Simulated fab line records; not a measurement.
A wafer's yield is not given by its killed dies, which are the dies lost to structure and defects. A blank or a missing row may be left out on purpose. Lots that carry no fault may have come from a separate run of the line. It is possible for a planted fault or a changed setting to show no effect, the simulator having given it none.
fab line records	flow n5-finfet
record lots=11	wafers=33	last-day=20
route steps=1938 shown BEOL_M10@1502 PASSIVATION@1936
lots that met no fault: from a run of the same line without faults
start-h: hours from the record's opening day to when the first of the lot's shown wafers began	wait-h: hours elapsed since this lot's preceding step	" same as the row above	L1.1+2: several wafers, shown together as one row	- no value, or no start was given	* or withheld: withheld	< > ~ a bound
route shown NAME@n: names a module that has steps shown in the file, with the first one's number in the route	usual: mean and standard deviation over wafers with no fault	same: alike in all rows	chamber/n: place in a boat	sites: each site's reading	_std_site: standard deviation of those values	_edge_site: inner sites' mean taken away from outer sites' mean	radius-mm: for every site, how far away it sits from the centre of the wafer	mask NAME#n: copy n	behind: the most recent tool/chamber to have shaped the wafer	hold: cause of the lot's hold/its duration in hours/its outcome	device: the transistor (n, p or np) that didn't switch	end of line: the same wafers' tests at the end of the route	a step without rows: its recipe alone	killed: dies that structure and defects cost at the first sort, which is not the same as the wafer's yield	map: a wafer's dies, x killed, . not, _ none there
set.NAME: the setting that was run; set.NAME@STEP: the one run at that earlier step	model.NAME: the simulator's own value behind a step, which no gauge read
route steps across a sampled set of lots; one table per step, one row per wafer
services: a tool's chamber out of use, with start hour (start-h, from the record's first day; less than 0 if before it), hours out, and reason
## steps
# step N5_BEOL_M10_CD_MEAS_28
# recipe target-cd-nm=70	landing-energy-ev=500	detector=se-inlens	polarity=opening
# usual cd-nm=70.3/0.95
lot.wafer	tool	chamber	start-h	wait-h	cd-nm
L460.2	cd-sem-01	0	271.61	-	69.4
L460.4	"	0	"	"	71.1
L460.5	"	0	"	"	70.5
L463.3	cd-sem-03	0	281.07	-	70.6
L463.4	"	0	"	"	69.2
L463.5	"	0	"	"	69.3
L462.1	cd-sem-03	0	283.53	-	69.2
L462.3	"	0	"	"	69.6
L462.6	"	0	"	"	69.2
L464.2	cd-sem-03	0	289.49	-	69.5
L464.3	"	0	"	"	70.5
L464.5	"	0	"	"	70.8
L467.1	cd-sem-02	0	296.50	-	68.9
L467.2	"	0	"	"	71.2
L467.6	"	0	"	"	70.0
L468.3	cd-sem-03	0	314.52	-	70.5
L468.4	"	0	"	"	70.7
L468.5	"	0	"	"	71.0
L469.3	cd-sem-01	0	322.02	-	71.5
L469.5	"	0	"	"	71.6
L469.6	"	0	"	"	70.1
L473.3	cd-sem-03	0	337.86	-	68.5
L473.5	"	0	"	"	70.4
L473.6	"	0	"	"	69.7
L475.1	cd-sem-03	0	350.18	-	70.3
L475.4	"	0	"	"	70.0
L475.5	"	0	"	"	70.1
L478.1	cd-sem-03	0	383.11	-	70.4
L478.3	"	0	"	"	69.8
L478.5	"	0	"	"	70.9
L479.1	cd-sem-03	0	414.67	-	70.5
L479.2	"	0	"	"	69.4
L479.3	"	0	"	"	69.4
# step N5_BEOL_M10_INSPECT_30
# recipe mode=adi	inspect-instrument=brightfield
# usual raw-defect-count=408/84
lot.wafer	tool	chamber	start-h	wait-h	raw-defect-count
L460.2	defect-inspect-02	-	271.66	0.0	359
L460.4	"	-	"	"	415
L460.5	"	-	"	"	412
L463.3	defect-inspect-02	-	281.13	0.0	329
L463.4	"	-	"	"	381
L463.5	"	-	"	"	345
L462.1	defect-inspect-01	-	283.59	0.0	449
L462.3	"	-	"	"	279
L462.6	"	-	"	"	436
L464.2	defect-inspect-01	-	289.55	0.0	389
L464.3	"	-	"	"	460
L464.5	"	-	"	"	351
L467.1	defect-inspect-02	-	296.55	0.0	487
L467.2	"	-	"	"	373
L467.6	"	-	"	"	399
L468.3	defect-inspect-01	-	314.57	0.0	284
L468.4	"	-	"	"	334
L468.5	"	-	"	"	195
L469.3	defect-inspect-02	-	322.07	0.0	436
L469.5	"	-	"	"	390
L469.6	"	-	"	"	517
L473.3	defect-inspect-02	-	337.91	0.0	447
L473.5	"	-	"	"	458
L473.6	"	-	"	"	341
L475.1	defect-inspect-02	-	350.24	0.0	552
L475.4	"	-	"	"	501
L475.5	"	-	"	"	497
L478.1	defect-inspect-01	-	383.16	0.0	497
L478.3	"	-	"	"	418
L478.5	"	-	"	"	494
L479.1	defect-inspect-01	-	414.72	0.0	400
L479.2	"	-	"	"	571
L479.3	"	-	"	"	406
# step N5_BEOL_M10_TRENCH_ETCH_37
# recipe chemistry=C4F6/O2	target-depth-a=1488.3	target=SiCOH_lowk	time-s=48	ion-energy-ev=250	pressure-mtorr=30	source-w=345	bias-w=185	Ar_flow_sccm=300	C4F6_flow_sccm=10	O2_flow_sccm=10
# usual bias-w=185.0/0.58	drypump-motor-current-A=5.7/0.39	mfc-ar-sccm=300.0/0.9	oes-product-au=0.80/0.092	rf-fwd-power-W=341.2/1.5	rf-vpp-V=663/11	showerhead-plenum-p-Torr=2.88/0.095	throttle-valve-pct=20.84/0.17
# same time-s=48
lot.wafer	tool	chamber	start-h	wait-h	bias-w	drypump-motor-current-A	mfc-ar-sccm	oes-product-au	rf-fwd-power-W	rf-hours-counter-h	rf-vpp-V	showerhead-plenum-p-Torr	throttle-valve-pct
L460.2	rie-diel-04	3	272.01	-	184.1	5.8	300.0	0.71	341.1	200	658	2.85	20.96
L460.4	"	1	"	"	185.4	6.4	298.5	0.70	343.1	243	642	2.90	21.07
L460.5	"	1	"	"	184.7	6.4	298.9	0.69	343.0	-	643	2.90	21.08
L463.3	rie-diel-02	0	281.47	-	183.8	5.3	300.7	0.70	338.7	229	655	2.83	20.94
L463.4	"	3	"	"	186.6	5.7	300.4	0.93	343.0	17	666	2.93	20.55
L463.5	"	3	"	"	186.0	5.7	299.2	0.93	343.6	-	667	2.93	20.54
L462.1	rie-diel-04	2	283.93	-	184.9	5.7	300.2	0.79	341.1	111	653	2.78	20.89
L462.3	"	1	"	"	184.8	6.4	300.3	0.69	342.2	247	642	2.90	21.07
L462.6	"	0	"	"	186.0	5.7	300.3	0.86	341.4	-	679	2.98	20.61
L464.2	rie-diel-02	0	289.92	-	184.7	5.3	301.2	0.70	340.6	232	654	2.83	20.95
L464.3	"	2	"	"	185.7	5.9	300.7	0.97	339.7	6	650	3.02	20.90
L464.5	"	2	"	"	185.3	5.9	300.0	0.97	339.5	-	652	3.02	20.91
L467.1	rie-diel-04	2	296.95	-	197.0	5.7	300.8	0.79	339.9	116	687	2.78	20.91
L467.2	"	1	"	"	185.2	6.4	300.0	0.68	341.3	252	643	2.90	21.08
L467.6	"	2	"	"	196.9	5.8	301.3	0.78	341.7	-	687	2.78	20.91
L468.3	rie-diel-02	2	314.93	-	185.1	5.9	299.4	0.93	339.3	16	651	3.02	20.92
L468.4	"	3	"	"	184.9	5.7	300.5	0.90	341.6	-	667	2.92	20.55
L468.5	"	2	"	"	184.9	5.9	301.0	0.93	339.5	-	652	3.02	20.90
L469.3	rie-diel-01	1	322.41	-	184.3	5.3	300.8	0.87	341.2	30	672	2.77	20.74
L469.5	"	3	"	"	184.6	4.9	301.4	0.79	342.4	-	657	2.97	20.68
L469.6	"	0	"	"	185.0	4.9	299.2	0.69	341.5	-	677	2.82	21.12
L473.3	rie-diel-02	3	338.72	-	185.6	5.7	299.3	0.88	342.8	37	666	2.92	20.57
L473.5	"	2	"	"	184.7	6.0	301.3	0.91	340.7	-	652	3.01	20.92
L473.6	"	1	"	"	184.6	5.6	299.9	0.74	339.4	-	665	2.73	20.94
L475.1	rie-diel-02	2	350.58	-	184.9	5.9	300.0	0.89	340.7	32	652	3.01	20.93
L475.4	"	3	"	"	184.5	5.7	299.1	0.87	342.3	-	666	2.92	20.58
L475.5	"	2	"	"	184.8	5.9	299.7	0.90	341.9	-	650	3.01	20.94
L478.1	rie-diel-02	3	383.51	-	185.8	5.7	300.2	0.87	342.7	53	667	2.91	20.61
L478.3	"	1	"	"	185.3	5.7	300.3	0.72	338.0	210	665	2.72	20.97
L478.5	"	1	"	"	185.3	5.6	299.8	0.73	338.8	-	664	2.72	20.97
L479.1	rie-diel-02	1	415.46	-	184.8	5.7	299.9	0.71	338.7	223	664	2.72	20.99
L479.2	"	3	"	"	184.8	5.7	300.4	0.84	344.7	64	666	2.91	20.60
L479.3	"	2	"	"	183.7	5.9	299.2	0.86	340.5	55	651	3.00	20.96
# step N5_BEOL_M10_DEGAS_44
# recipe ambient=vacuum	temp-c=250	time-s=60
# usual heater-power-w=334/42
# same time-s=60
lot.wafer	tool	chamber	start-h	wait-h	heater-power-w
L460.2	pvd-sputter-03	-	273.00	0.5	320
L460.4	"	-	"	"	387
L460.5	"	-	"	"	320
L463.3	pvd-sputter-02	-	282.44	0.4	273
L463.4	"	-	"	"	392
L463.5	"	-	"	"	310
L462.1	pvd-sputter-03	-	285.85	1.5	323
L462.3	"	-	"	"	321
L462.6	"	-	"	"	330
L464.2	pvd-sputter-02	-	290.99	0.6	401
L464.3	"	-	"	"	319
L464.5	"	-	"	"	389
L467.1	pvd-sputter-02	-	297.65	0.3	323
L467.2	"	-	"	"	272
L467.6	"	-	"	"	343
L468.3	pvd-sputter-03	-	315.78	0.3	315
L468.4	"	-	"	"	321
L468.5	"	-	"	"	309
L469.3	pvd-sputter-02	-	323.11	0.2	395
L469.5	"	-	"	"	319
L469.6	"	-	"	"	266
L473.3	pvd-sputter-02	-	339.44	0.2	270
L473.5	"	-	"	"	258
L473.6	"	-	"	"	395
L475.1	pvd-sputter-03	-	351.55	0.5	327
L475.4	"	-	"	"	309
L475.5	"	-	"	"	314
L478.1	pvd-sputter-02	-	384.76	0.8	264
L478.3	"	-	"	"	322
L478.5	"	-	"	"	330
L479.1	pvd-sputter-03	-	416.38	0.3	385
L479.2	"	-	"	"	312
L479.3	"	-	"	"	322
# step N5_PASSIVATION_PROBE_49
# usual defect-limited-yield=91.1/1.4	killed_at_M0_to_M3=32/9.3	killed_at_M4_up=13/5.8	killed-at-contacts=12/6.3	killed-at-front-end=44/12	killed-at-other=3.6/2.7	killed-dies=104/17	killed-open=69/13	killed-short=34/6.9	sort_bin_5_function=5.2/0.98	sort_bin_6_memory=3.3/0.59	sort_bin_8_speed=0.01/0.039	sort-n-pass=1075/17
# same gross-dies=1180	killed-at-back-side=0	sort_bin_4_leakage[%]=0
lot.wafer	tool	chamber	start-h	wait-h	defect-limited-yield[%]	killed_at_M0_to_M3	killed_at_M4_up	killed-at-contacts	killed-at-front-end	killed-at-other	killed-dies	killed-open	killed-short	sort_bin_5_function[%]	sort_bin_6_memory[%]	sort_bin_8_speed[%]	sort-n-pass
L460.2	prober-01	-	332.41	0.1	90.7	27	28	8	44	3	110	62	48	5.7	3.2	0	1070
L460.4	prober-01	-	332.51	0.2	93.9	24	9	5	34	0	72	50	20	3.1	2.8	0.08	1107
L460.5	prober-01	-	332.56	0.2	89.9	28	22	7	60	2	119	71	44	5.8	3.6	0	1061
L467.1	prober-02	-	351.28	0.0	91.5	24	21	13	42	0	100	63	37	5.3	3.0	0	1080
L467.2	prober-02	-	351.33	0.1	91.1	39	9	15	42	0	105	64	41	4.9	3.6	0	1075
L467.6	prober-02	-	351.53	0.3	92.4	41	4	4	37	4	90	56	34	4.6	2.9	0	1090
L468.3	prober-02	-	360.90	0.1	92.3	34	25	9	23	0	91	53	36	4.8	2.6	0	1089
L468.4	prober-02	-	360.95	0.2	92.0	29	17	8	39	1	94	58	35	5.0	2.8	0	1086
L468.5	prober-02	-	361.00	0.2	89.9	35	22	5	56	1	119	78	39	5.7	4.2	0	1061
L469.3	prober-01	-	375.41	0.1	87.7	25	14	20	82	4	145	101	44	7.5	4.7	0	1035
L469.5	prober-01	-	375.51	0.2	91.9	33	10	10	38	5	96	56	39	4.9	3.0	0	1084
L469.6	prober-01	-	375.56	0.3	90.2	30	16	19	48	3	116	80	36	5.8	4.0	0	1064
L475.1	prober-02	-	396.18	0.0	89.9	48	17	7	37	10	119	90	27	5.8	4.1	0	1061
L475.4	prober-02	-	396.33	0.2	92.0	26	7	10	44	7	94	62	31	4.0	3.6	0	1086
L475.5	prober-02	-	396.38	0.2	91.9	30	13	18	25	10	96	61	31	4.8	3.0	0	1084
L478.1	prober-02	-	429.62	0.0	91.6	27	10	6	54	2	99	63	36	5.9	2.2	0	1081
L478.3	prober-02	-	429.72	0.1	92.4	19	12	20	36	3	90	69	20	4.7	2.6	0	1090
L478.5	prober-02	-	429.82	0.2	89.4	34	8	18	59	6	125	92	32	5.8	4.3	0	1055
L479.1	prober-01	-	470.30	0.0	90.3	46	18	9	42	0	115	70	38	5.2	3.6	0	1065
L479.2	prober-01	-	470.35	0.1	91.4	32	7	13	47	2	101	63	35	5.3	3.1	0	1079
L479.3	prober-01	-	470.40	0.1	92.6	43	6	10	26	2	87	55	31	3.8	3.1	0	1093
# killed by level:class
L460.2 BEOL_M4:geometric-particle:open=16 FIN_SAQP:geometric-particle:short=14 FIN_SAQP:geometric-particle:open=8 BEOL_M2:geometric-particle:open=6 DUMMY_GATE:geometric-particle:open=5 BEOL_M3:geometric-particle:open=4 MOL_CONTACT_COAG:geometric-particle:open=4 MOL_CONTACT_COAG:geometric-particle:short=4
L460.4 BEOL_M2:geometric-particle:open=8 STI_FIN_REVEAL:geometric-particle:open=7 DUMMY_GATE:geometric-particle:open=7 BEOL_M1:geometric-particle:open=6 FIN_SAQP:geometric-particle:open=5 FIN_SAQP:geometric-particle:short=4 MOL_CONTACT_COAG:geometric-particle:open=4 GATE_CUT:geometric-particle:short=3
L460.5 FIN_SAQP:geometric-particle:short=15 FIN_SAQP:geometric-particle:open=12 STI_FIN_REVEAL:geometric-particle:open=10 BEOL_M2:geometric-particle:open=8 BEOL_M1:geometric-particle:open=7 BEOL_M4:geometric-particle:open=6 BEOL_M5:geometric-particle:open=6 DUMMY_GATE:geometric-particle:open=5
L467.1 DUMMY_GATE:geometric-particle:open=11 MOL_CONTACT_COAG:geometric-particle:open=10 GATE_CUT:geometric-particle:short=7 BEOL_M3:geometric-particle:open=6 BEOL_M4:geometric-particle:open=6 FIN_SAQP:geometric-particle:short=5 BEOL_M0_SAQP:geometric-particle:open=5 FIN_SAQP:geometric-particle:open=4
L467.2 FIN_SAQP:geometric-particle:short=19 MOL_CONTACT_COAG:geometric-particle:open=14 BEOL_M0_SAQP:geometric-particle:open=13 BEOL_M0_SAQP:geometric-particle:short=10 FIN_SAQP:geometric-particle:open=8 BEOL_M3:geometric-particle:open=6 BEOL_M1:geometric-particle:open=5 DUMMY_GATE:geometric-particle:open=4
L467.6 BEOL_M3:geometric-particle:open=11 BEOL_M2:geometric-particle:open=10 SPACER0:geometric-particle:short=7 BEOL_M0_SAQP:geometric-particle:open=7 BEOL_M0_SAQP:geometric-particle:short=6 FIN_SAQP:geometric-particle:short=5 FIN_SAQP:geometric-particle:open=4 DUMMY_GATE:geometric-particle:open=4
L468.3 BEOL_M4:geometric-particle:open=14 BEOL_M0_SAQP:geometric-particle:short=11 MOL_CONTACT_COAG:geometric-particle:open=7 BEOL_M0_SAQP:geometric-particle:open=7 BEOL_M2:geometric-particle:open=6 FIN_SAQP:geometric-particle:open=5 STI_FIN_REVEAL:geometric-particle:open=5 BEOL_M2:geometric-particle:short=5
L468.4 FIN_SAQP:geometric-particle:short=14 FIN_SAQP:geometric-particle:open=10 BEOL_M4:geometric-particle:open=10 BEOL_M0_SAQP:geometric-particle:open=8 STI_FIN_REVEAL:geometric-particle:open=7 MOL_CONTACT_COAG:geometric-particle:open=6 BEOL_M2:geometric-particle:open=6 BEOL_M0_SAQP:geometric-particle:short=4
L468.5 FIN_SAQP:geometric-particle:open=19 BEOL_M1:geometric-particle:short=10 FIN_SAQP:geometric-particle:short=9 STI_FIN_REVEAL:geometric-particle:open=9 BEOL_M0_SAQP:geometric-particle:open=9 BEOL_M4:geometric-particle:open=9 DUMMY_GATE:geometric-particle:open=5 BEOL_M2:geometric-particle:open=5
L469.3 STI_FIN_REVEAL:geometric-particle:open=25 MOL_CONTACT_COAG:geometric-particle:open=15 BEOL_M3:geometric-particle:open=13 FIN_SAQP:geometric-particle:short=9 ILD0:geometric-particle:open=9 FIN_SAQP:geometric-particle:open=8 DUMMY_GATE:geometric-particle:open=6 ILD0:geometric-particle:short=5
L469.5 BEOL_M0_SAQP:geometric-particle:short=10 MOL_CONTACT_COAG:geometric-particle:open=9 FIN_SAQP:geometric-particle:short=8 BEOL_M2:geometric-particle:open=8 STI_FIN_REVEAL:geometric-particle:open=6 BEOL_M3:geometric-particle:open=5 BEOL_M4:geometric-particle:open=5 GATE_CUT:geometric-particle:short=4
L469.6 MOL_CONTACT_COAG:geometric-particle:open=16 FIN_SAQP:geometric-particle:open=13 FIN_SAQP:geometric-particle:short=9 BEOL_M2:geometric-particle:open=8 BEOL_M4:geometric-particle:open=8 STI_FIN_REVEAL:geometric-particle:open=4 DUMMY_GATE:geometric-particle:open=4 BEOL_M0_SAQP:geometric-particle:open=4
L475.1 BEOL_M2:geometric-particle:open=14 STI_FIN_REVEAL:geometric-particle:open=12 BEOL_M4:geometric-particle:open=11 BEOL_M0:geometric-particle:open=11 BEOL_M3:geometric-particle:open=11 FIN_SAQP:geometric-particle:short=7 MOL_CONTACT_COAG:geometric-particle:open=6 DUMMY_GATE:geometric-particle:open=4
L475.4 FIN_SAQP:geometric-particle:open=10 FIN_SAQP:geometric-particle:short=9 MOL_CONTACT_COAG:geometric-particle:open=9 BEOL_M2:geometric-particle:open=7 DUMMY_GATE:geometric-particle:open=5 BEOL_M0_SAQP:geometric-particle:open=5 BEOL_M3:geometric-particle:open=4 PAD_METAL:geometric-particle:short=4
L475.5 MOL_CONTACT_COAG:geometric-particle:open=14 FIN_SAQP:geometric-particle:open=8 BEOL_M4:geometric-particle:open=7 BEOL_M2:geometric-particle:open=7 MIM_BOT:geometric-particle:short=6 FIN_SAQP:geometric-particle:short=5 BEOL_M0_SAQP:geometric-particle:open=5 BEOL_M5:geometric-particle:open=5
L478.1 FIN_SAQP:geometric-particle:open=10 STI_FIN_REVEAL:geometric-particle:open=8 DUMMY_GATE:geometric-particle:open=7 FIN_SAQP:geometric-particle:short=6 BEOL_M0_SAQP:geometric-particle:open=6 STI_FIN_REVEAL:geometric-particle:short=5 MOL_CONTACT_COAG:geometric-particle:open=5 BEOL_M1:geometric-particle:open=5
L478.3 MOL_CONTACT_COAG:geometric-particle:open=18 STI_FIN_REVEAL:geometric-particle:open=12 FIN_SAQP:geometric-particle:open=5 BEOL_M0_SAQP:geometric-particle:short=5 BEOL_M1:geometric-particle:open=5 BEOL_M5:geometric-particle:open=5 BEOL_M2:geometric-particle:open=4 FIN_SAQP:geometric-particle:short=3
L478.5 FIN_SAQP:geometric-particle:open=15 MOL_CONTACT_COAG:geometric-particle:open=15 STI_FIN_REVEAL:geometric-particle:open=14 BEOL_M0_SAQP:geometric-particle:short=9 FIN_SAQP:geometric-particle:short=8 BEOL_M2:geometric-particle:open=7 DUMMY_GATE:geometric-particle:open=6 BEOL_M3:geometric-particle:open=6
L479.1 FIN_SAQP:geometric-particle:short=10 MOL_CONTACT_COAG:geometric-particle:open=8 BEOL_M0_SAQP:geometric-particle:short=8 BEOL_M0_SAQP:geometric-particle:open=8 BEOL_M3:geometric-particle:open=7 BEOL_M1:geometric-particle:open=7 BEOL_M2:geometric-particle:open=7 DUMMY_GATE:geometric-particle:open=5
L479.2 STI_FIN_REVEAL:geometric-particle:open=12 MOL_CONTACT_COAG:geometric-particle:open=10 FIN_SAQP:geometric-particle:open=7 BEOL_M0_SAQP:geometric-particle:short=7 BEOL_M2:geometric-particle:open=7 FIN_SAQP:geometric-particle:short=6 STI_FIN_REVEAL:geometric-particle:short=6 BEOL_M1:geometric-particle:open=6
L479.3 MOL_CONTACT_COAG:geometric-particle:open=9 BEOL_M1:geometric-particle:open=8 BEOL_M2:geometric-particle:open=8 BEOL_M0_SAQP:geometric-particle:open=7 BEOL_M0_SAQP:geometric-particle:short=7 STARTING-WAFER:geometric-particle:short=5 STARTING-WAFER:geometric-particle:open=5 FIN_SAQP:geometric-particle:short=4
## services
tool	chamber	start-h	hours	kind
rie-diel-02	1	300.39	15.4	repair
pvd-sputter-02	-	301.83	7.9	repair
rie-diel-02	3	305.25	2.1	repair
rie-diel-04	1	308.27	2.9	repair
rie-diel-04	0	311.57	9.9	repair
rie-diel-02	0	338.41	-	clean
rie-diel-02	0	338.41	-	consumable-replace:focus-ring
rie-diel-02	0	338.41	14.4	scheduled-down
rie-diel-02	0	338.41	14.4	vent-cycle
rie-diel-04	3	346.23	10.6	repair
rie-diel-04	-	352.25	0.6	repair
rie-diel-01	0	371.46	2.1	repair
rie-diel-01	0	383.71	77.6	repair
rie-diel-02	0	389.92	9.1	repair
pvd-sputter-02	-	394.40	1.9	repair
## key
first-sign step=N5_BEOL_M10_TRENCH_ETCH_37	reading=bias-w	direction=up	sigmas=21	usual=*	struck=*
effect none on later readings
met-at N5_BEOL_M10_TRENCH_ETCH_37
struck-lots L467
struck-wafers L467.1,L467.6
not-acting-at N5_BEOL_M10_CD_MEAS_28,N5_BEOL_M10_INSPECT_30,N5_BEOL_M10_DEGAS_44
onset-between 283.93 296.95
fault kind=process-parameter-drift	tool=rie-diel-04	chamber=2	onset-h=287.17	steps=N5_BEOL_M10_TRENCH_ETCH_37	channel=bias-w	offset=*	shape=step	end-h=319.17	acts-in=*	stated=*
